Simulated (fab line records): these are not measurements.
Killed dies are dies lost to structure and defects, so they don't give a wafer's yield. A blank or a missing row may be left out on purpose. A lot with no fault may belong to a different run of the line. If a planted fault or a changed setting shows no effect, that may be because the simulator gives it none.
Which tool did it? -- flow n5_finfet -- Sampling: 23 lots, 69 wafers, 6 of 1938 route steps

WHAT THE GAUGES READ, wafer by wafer
N5_BEOL_M1_INSPECT_13: inspects for defects (brightfield). Usual: raw_defect_count 396, standard deviation 95.
lot,measured,on,raw_defect_count,flag
L074,day 6 01:30,defect_inspect-01,253 302 226,
L075,day 6 15:49,defect_inspect-01,454 551 490,
L077,day 6 19:40,defect_inspect-02,356 411 343,
L076,day 6 22:37,defect_inspect-01,565 236 402,
L078,day 7 00:47,defect_inspect-02,287 256 327,
L079,day 7 06:13,defect_inspect-01,309 436 465,
L080,day 7 13:32,defect_inspect-01,413 496 461,
L081,day 8 09:01,defect_inspect-01,551 379 325,
L084,day 8 21:05,defect_inspect-01,295 338 303,
L083,day 8 23:27,defect_inspect-02,422 397 517,
L082,day 9 00:01,defect_inspect-02,415 474 380,
L085,day 9 05:23,defect_inspect-01,525 375 333,
L086,day 9 12:26,defect_inspect-01,442 439 406,
L087,day 9 17:01,defect_inspect-02,327 370 309,
L088,day 9 22:55,defect_inspect-02,268 290 307,
L089,day 10 02:51,defect_inspect-01,446 365 409,
L090,day 10 11:56,defect_inspect-02,603 442 636,
L092,day 10 22:11,defect_inspect-02,340 393 406,
L093,day 11 02:50,defect_inspect-01,434 397 420,
L094,day 11 10:26,defect_inspect-01,335 297 372,
L095,day 11 13:20,defect_inspect-02,450 303 284,
L096,day 11 19:30,defect_inspect-01,406 315 381,
L097,day 11 22:05,defect_inspect-01,274 456 230,

N5_BEOL_M1_INSPECT_30: inspects for defects (brightfield). Usual: raw_defect_count 398, standard deviation 98.
lot,measured,on,raw_defect_count,flag
L074,day 6 02:22,defect_inspect-01,269 302 233,
L075,day 6 16:56,defect_inspect-01,462 532 482,
L077,day 6 20:32,defect_inspect-01,400 433 349,
L076,day 6 23:31,defect_inspect-01,546 235 410,
L078,day 7 02:07,defect_inspect-02,267 262 344,
L079,day 7 07:06,defect_inspect-01,331 419 452,
L080,day 7 14:31,defect_inspect-01,434 478 495,
L081,day 8 09:53,defect_inspect-01,528 397 337,
L084,day 8 22:11,defect_inspect-01,278 331 296,
L083,day 9 00:25,defect_inspect-02,446 365 529,
L082,day 9 01:02,defect_inspect-02,402 508 408,
L085,day 9 06:50,defect_inspect-02,526 350 308,
L086,day 9 13:25,defect_inspect-01,488 422 420,
L087,day 9 17:59,defect_inspect-02,327 385 305,
L088,day 9 23:47,defect_inspect-02,283 283 293,
L089,day 10 03:51,defect_inspect-02,408 346 412,
L090,day 10 12:56,defect_inspect-01,654 484 626,
L092,day 10 23:11,defect_inspect-02,351 395 404,
L093,day 11 03:42,defect_inspect-01,415 399 425,
L094,day 11 11:26,defect_inspect-02,300 274 357,
L095,day 11 14:12,defect_inspect-02,493 310 283,
L096,day 11 20:45,defect_inspect-01,421 325 371,
L097,day 11 23:07,defect_inspect-01,274 414 240,

TOOL THAT RAN EACH LOT (tool first, then ch and the chambers of the sampled wafers, then the start)
lot,N5_BEOL_M0_ETCH_128,N5_BEOL_M1_DESCUM_16,N5_BEOL_M1_HM_OPEN_17,N5_BEOL_M1_STRIP_19
L074,"rie_diel-04 ch 0,2,3, day 5 18:35","rie_diel-02 ch 1,2, day 6 01:32","rie_metal-02 ch 0,1, day 6 01:47","rie_diel-06 ch 1,3, day 6 01:53"
L075,"rie_diel-03 ch 1,2,3, day 6 07:47","rie_diel-06 ch 0,1, day 6 15:51","rie_metal-02 ch 0,1, day 6 16:08","rie_diel-02 ch 2,3, day 6 16:17"
L077,"rie_diel-03 ch 1,2, day 6 15:13","rie_diel-02 ch 1,2, day 6 19:43","rie_metal-02 ch 0,1, day 6 19:58","rie_diel-05 ch 2,3, day 6 20:04"
L076,"rie_diel-01 ch 0,2, day 6 15:13","rie_diel-05 ch 1,2, day 6 22:40","rie_metal-02 ch 0, day 6 22:54","rie_diel-05 ch 0,1,2, day 6 23:02"
L078,"rie_diel-04 ch 0,1,3, day 6 18:38","rie_diel-02 ch 0,1,2, day 7 01:09","rie_metal-02 ch 0,1, day 7 01:24","rie_diel-06 ch 0,2,3, day 7 01:31"
L079,"rie_diel-01 ch 1,2,3, day 6 23:44","rie_diel-06 ch 0,2,3, day 7 06:16","rie_metal-01 ch 0, day 7 06:31","rie_diel-06 ch 0,3, day 7 06:37"
L080,"rie_diel-04 ch 0,2,3, day 7 05:58","rie_diel-06 ch 0,1,2, day 7 13:34","rie_metal-02 ch 0,1, day 7 13:49","rie_diel-05 ch 0,1, day 7 14:02"
L081,"rie_diel-04 ch 0,1,2, day 8 03:31","rie_diel-06 ch 1,2,3, day 8 09:03","rie_metal-03 ch 0,1, day 8 09:18","rie_diel-02 ch 0,2,3, day 8 09:25"
L084,"rie_diel-04 ch 0,2,3, day 8 17:35","rie_diel-06 ch 0,2, day 8 21:08","rie_metal-03 ch 1, day 8 21:22","rie_diel-05 ch 1,2, day 8 21:34"
L083,"rie_diel-01 ch 0,3, day 8 19:59","rie_diel-05 ch 0,1, day 8 23:29","rie_metal-03 ch 1, day 8 23:44","rie_diel-05 ch 0,1,2, day 8 23:56"
L082,"rie_diel-03 ch 2,3, day 8 20:22","rie_diel-06 ch 0,2,3, day 9 00:03","rie_metal-03 ch 1, day 9 00:21","rie_diel-02 ch 1,3, day 9 00:33"
L085,"rie_diel-03 ch 0,2,3, day 9 02:05","rie_diel-06 ch 1,2,3, day 9 05:53","rie_metal-02 ch 1, day 9 06:07","rie_diel-06 ch 0,1,3, day 9 06:14"
L086,"rie_diel-03 ch 0,2,3, day 9 07:09","rie_diel-05 ch 2,3, day 9 12:28","rie_metal-03 ch 0,1, day 9 12:43","rie_diel-02 ch 0,1, day 9 12:49"
L087,"rie_diel-04 ch 1,3, day 9 12:46","rie_diel-06 ch 0,1,2, day 9 17:04","rie_metal-02 ch 0,1, day 9 17:19","rie_diel-06 ch 1,2,3, day 9 17:31"
L088,"rie_diel-04 ch 0,2, day 9 15:40","rie_diel-05 ch 0,2, day 9 22:56","rie_metal-02 ch 0,1, day 9 23:13","rie_diel-02 ch 0,1,3, day 9 23:19"
L089,"rie_diel-04 ch 0,1,3, day 9 22:01","rie_diel-02 ch 0,1, day 10 02:53","rie_metal-01 ch 0,1, day 10 03:08","rie_diel-02 ch 0,1, day 10 03:14"
L090,"rie_diel-03 ch 0,1,2, day 10 08:08","rie_diel-02 ch 0,1,3, day 10 11:58","rie_metal-03 ch 0,1, day 10 12:13","rie_diel-02 ch 0,1,3, day 10 12:20"
L092,"rie_diel-04 ch 0,1,3, day 10 16:46","rie_diel-06 ch 0,2,3, day 10 22:13","rie_metal-03 ch 0,1, day 10 22:28","rie_diel-06 ch 1,2, day 10 22:35"
L093,"rie_diel-03 ch 2,3, day 10 21:22","rie_diel-05 ch 1,3, day 11 02:52","rie_metal-03 ch 0,1, day 11 03:07","rie_diel-02 ch 0,2, day 11 03:13"
L094,"rie_diel-01 ch 0,2,3, day 11 02:11","rie_diel-05 ch 0,2,3, day 11 10:29","rie_metal-03 ch 0, day 11 10:43","rie_diel-05 ch 0,1,3, day 11 10:50"
L095,"rie_diel-04 ch 1,2, day 11 07:12","rie_diel-02 ch 2,3, day 11 13:22","rie_metal-03 ch 0,1, day 11 13:37","rie_diel-06 ch 0,2,3, day 11 13:43"
L096,"rie_diel-03 ch 1,2,3, day 11 14:49","rie_diel-05 ch 0,2,3, day 11 19:47","rie_metal-02 ch 0,1, day 11 20:02","rie_diel-06 ch 0,2, day 11 20:09"
L097,"rie_diel-04 ch 2,3, day 11 18:34","rie_diel-06 ch 0,1,3, day 11 22:10","rie_metal-03 ch 0,1, day 11 22:25","rie_diel-05 ch 1,2,3, day 11 22:31"
- N5_BEOL_M0_ETCH_128: etches SiCN in CF4/N2, target depth 12 nm, overetch 5.1 nm, time 21.4 s.
- N5_BEOL_M1_DESCUM_16: chemistry O2, time 7 s.
- N5_BEOL_M1_HM_OPEN_17: chemistry Cl2/BCl3, target TiN, target depth 20 nm, overetch 6 nm.
- N5_BEOL_M1_STRIP_19: strips in O2.

WHAT THE TOOLS THEMSELVES READ (means of the sampled wafers that have a number; where no wafer has one, the mark that the record gives instead)
N5_BEOL_M0_ETCH_128. Usual: drypump_motor_current_A 5.8 A, standard deviation 0.38; oes_product_au 0.53 a.u., standard deviation 0.065; rf_vpp_V 382.5 V, standard deviation 1.5; showerhead_plenum_p_Torr 2.21 Torr, standard deviation 0.052; throttle_valve_pct 15.51 %, standard deviation 0.2.
lot,tool,drypump_motor_current_A (A),oes_product_au (a.u.),rf_vpp_V (V),showerhead_plenum_p_Torr (Torr),throttle_valve_pct (%),flag
L074,rie_diel-04,5.5,0.49,381.1,2.19,15.56,
L075,rie_diel-03,6.0,0.50,381.1,2.19,15.62,
L077,rie_diel-03,5.9,0.49,381.9,2.19,15.65,
L076,rie_diel-01,6.3,0.60,384.7,2.31,15.38,
L078,rie_diel-04,5.7,0.51,383.3,2.22,15.56,
L079,rie_diel-01,6.2,0.55,382.6,2.22,15.47,
L080,rie_diel-04,5.5,0.49,381.4,2.19,15.58,
L081,rie_diel-04,5.4,0.50,382.9,2.22,15.62,
L084,rie_diel-04,5.5,0.55,382.5,2.18,15.43,
L083,rie_diel-01,6.2,0.59,384.5,2.27,15.47,
L082,rie_diel-03,6.0,0.49,381.5,2.18,15.59,
L085,rie_diel-03,5.8,0.48,382.8,2.21,15.56,
L086,rie_diel-03,5.8,0.48,382.4,2.21,15.58,
L087,rie_diel-04,5.8,0.57,383.3,2.25,15.49,
L088,rie_diel-04,5.2,0.50,381.8,2.19,15.66,
L089,rie_diel-04,5.7,0.54,382.6,2.21,15.44,
L090,rie_diel-03,5.8,0.52,381.5,2.21,15.49,
L092,rie_diel-04,5.7,0.54,381.5,2.21,15.44,
L093,rie_diel-03,5.9,0.55,382.5,2.18,15.48,
L094,rie_diel-01,6.1,0.55,383.3,2.25,15.46,
L095,rie_diel-04,5.5,0.51,383.8,2.25,15.74,
L096,rie_diel-03,6.0,0.59,381.7,2.17,15.37,
L097,rie_diel-04,5.7,0.57,381.6,2.17,15.37,

N5_BEOL_M1_DESCUM_16. Usual: drypump_motor_current_A 5.8 A, standard deviation 0.5; o2_flow_sccm 225.1 sccm, standard deviation 0.57; oes_product_au 0.81 a.u., standard deviation 0.081; rf_vpp_V 243.3 V, standard deviation 1.3; showerhead_plenum_p_Torr 2.10 Torr, standard deviation 0.073; throttle_valve_pct 20.41 %, standard deviation 0.22.
lot,tool,drypump_motor_current_A (A),o2_flow_sccm (sccm),oes_product_au (a.u.),rf_vpp_V (V),showerhead_plenum_p_Torr (Torr),throttle_valve_pct (%),flag
L074,rie_diel-02,5.4,225.5,0.77,243.8,2.14,20.43,
L075,rie_diel-06,5.6,224.4,0.79,242.1,2.03,20.22,
L077,rie_diel-02,5.4,224.9,0.77,244.4,2.14,20.44,
L076,rie_diel-05,5.7,225.2,0.75,243.7,2.15,20.63,
L078,rie_diel-02,5.3,225.4,0.85,244.0,2.14,20.45,
L079,rie_diel-06,6.3,225.4,0.84,243.1,2.08,20.32,
L080,rie_diel-06,5.9,225.0,0.80,243.0,2.07,20.28,
L081,rie_diel-06,6.2,225.3,0.78,243.0,2.04,20.44,
L084,rie_diel-06,6.0,224.9,0.83,243.4,2.11,20.20,
L083,rie_diel-05,5.8,225.6,0.90,244.5,2.10,20.25,
L082,rie_diel-06,6.3,225.4,0.82,243.6,2.08,20.34,
L085,rie_diel-06,6.2,224.6,0.78,241.6,2.04,20.45,
L086,rie_diel-05,5.5,225.5,0.81,243.7,2.13,20.61,
L087,rie_diel-06,5.9,225.3,0.78,243.1,2.07,20.30,
L088,rie_diel-05,5.5,225.2,0.80,243.0,2.07,20.54,
L089,rie_diel-02,5.3,224.9,0.84,244.2,2.20,20.57,
L090,rie_diel-02,5.7,224.9,0.84,244.9,2.18,20.44,
L092,rie_diel-06,6.3,225.4,0.80,243.1,2.07,20.36,
L093,rie_diel-05,5.8,224.9,0.86,244.8,2.21,20.45,
L094,rie_diel-05,5.6,225.4,0.85,244.3,2.12,20.40,
L095,rie_diel-02,5.6,224.9,0.83,243.1,2.07,20.31,
L096,rie_diel-05,5.6,225.0,0.85,243.1,2.12,20.41,
L097,rie_diel-06,5.9,225.3,0.78,242.4,2.04,20.32,

N5_BEOL_M1_HM_OPEN_17. Usual: drypump_motor_current_A 6.0 A, standard deviation 0.32; oes_product_au 0.70 a.u., standard deviation 0.076; throttle_valve_pct 22.03 %, standard deviation 0.12.
lot,tool,drypump_motor_current_A (A),oes_product_au (a.u.),throttle_valve_pct (%),flag
L074,rie_metal-02,5.9,0.65,22.14,
L075,rie_metal-02,6.1,0.71,22.05,
L077,rie_metal-02,6.0,0.71,22.06,
L076,rie_metal-02,5.7,0.60,22.24,
L078,rie_metal-02,5.9,0.65,22.14,
L079,rie_metal-01,5.4,0.60,22.18,
L080,rie_metal-02,6.1,0.70,22.07,
L081,rie_metal-03,6.1,0.77,21.94,
L084,rie_metal-03,5.9,0.78,21.92,
L083,rie_metal-03,5.9,0.79,21.90,
L082,rie_metal-03,5.9,0.77,21.91,
L085,rie_metal-02,6.3,0.74,21.99,
L086,rie_metal-03,6.3,0.73,21.98,
L087,rie_metal-02,6.1,0.68,22.07,
L088,rie_metal-02,5.9,0.63,22.18,
L089,rie_metal-01,5.3,0.54,22.07,
L090,rie_metal-03,6.1,0.74,21.96,
L092,rie_metal-03,6.3,0.72,21.96,
L093,rie_metal-03,6.3,0.72,21.97,
L094,rie_metal-03,6.5,0.69,22.00,
L095,rie_metal-03,6.3,0.72,21.99,
L096,rie_metal-02,5.9,0.62,22.18,
L097,rie_metal-03,6.2,0.73,21.96,

N5_BEOL_M1_STRIP_19. Usual: drypump_motor_current_A 5.8 A, standard deviation 0.5; o2_flow_sccm 224.9 sccm, standard deviation 0.65; oes_product_au 0.80 a.u., standard deviation 0.082; rf_vpp_V 3.7 V, standard deviation 0.45; showerhead_plenum_p_Torr 2.11 Torr, standard deviation 0.072; throttle_valve_pct 16.67 %, standard deviation 0.21.
lot,tool,drypump_motor_current_A (A),o2_flow_sccm (sccm),oes_product_au (a.u.),rf_vpp_V (V),showerhead_plenum_p_Torr (Torr),throttle_valve_pct (%),flag
L074,rie_diel-06,5.9,225.3,0.79,4.1,2.02,16.60,
L075,rie_diel-02,6.1,225.0,0.72,4.0,2.12,16.73,
L077,rie_diel-05,5.5,224.5,0.73,3.7,2.05,16.96,
L076,rie_diel-05,5.6,224.2,0.73,3.7,2.11,16.83,
L078,rie_diel-06,6.3,224.2,0.84,3.8,2.09,16.56,
L079,rie_diel-06,6.0,225.7,0.86,3.9,2.10,16.40,
L080,rie_diel-05,5.7,225.3,0.71,3.3,2.11,16.75,
L081,rie_diel-02,5.6,224.6,0.90,3.8,2.14,16.56,
L084,rie_diel-05,5.7,225.5,0.74,3.6,2.15,16.89,
L083,rie_diel-05,5.6,225.1,0.82,3.5,2.11,16.70,
L082,rie_diel-02,6.2,224.8,0.88,3.8,2.17,16.52,
L085,rie_diel-06,5.9,225.5,0.81,3.4,2.05,16.53,
L086,rie_diel-02,5.3,225.4,0.86,3.6,2.21,16.78,
L087,rie_diel-06,6.2,225.1,0.77,3.6,2.04,16.71,
L088,rie_diel-02,5.8,225.4,0.85,3.5,2.18,16.66,
L089,rie_diel-02,5.2,225.1,0.85,4.1,2.21,16.77,
L090,rie_diel-02,5.8,224.9,0.84,3.5,2.18,16.67,
L092,rie_diel-06,6.2,225.2,0.75,3.8,2.06,16.74,
L093,rie_diel-02,5.1,224.1,0.85,3.8,2.15,16.72,
L094,rie_diel-05,5.7,224.4,0.86,4.1,2.16,16.57,
L095,rie_diel-06,6.3,225.1,0.80,3.3,2.08,16.62,
L096,rie_diel-06,6.0,225.4,0.80,3.3,2.11,16.48,
L097,rie_diel-05,5.6,224.5,0.78,3.7,2.16,16.82,

THE ANSWER, worked out from the rows above alone
Rule: take the mean of a lot's wafers that have a number; if it is more than 3 standard deviations from the usual mean, the lot is off. A lot without any number at a reading at which 4 lots or more have one is off too. The other lots that the step has rows for count as sound. The gauges are gone through in route order, then the tools' own readings, and for those a lot's mean is taken as printed above. The first step at which some lot is off is used, and at that step the reading that is off furthest; a lot without a number counts as furthest.
Across all readings shown, no lot is off: no conclusion can be drawn from this.

WHAT THE SIMULATOR HAD PUT IN
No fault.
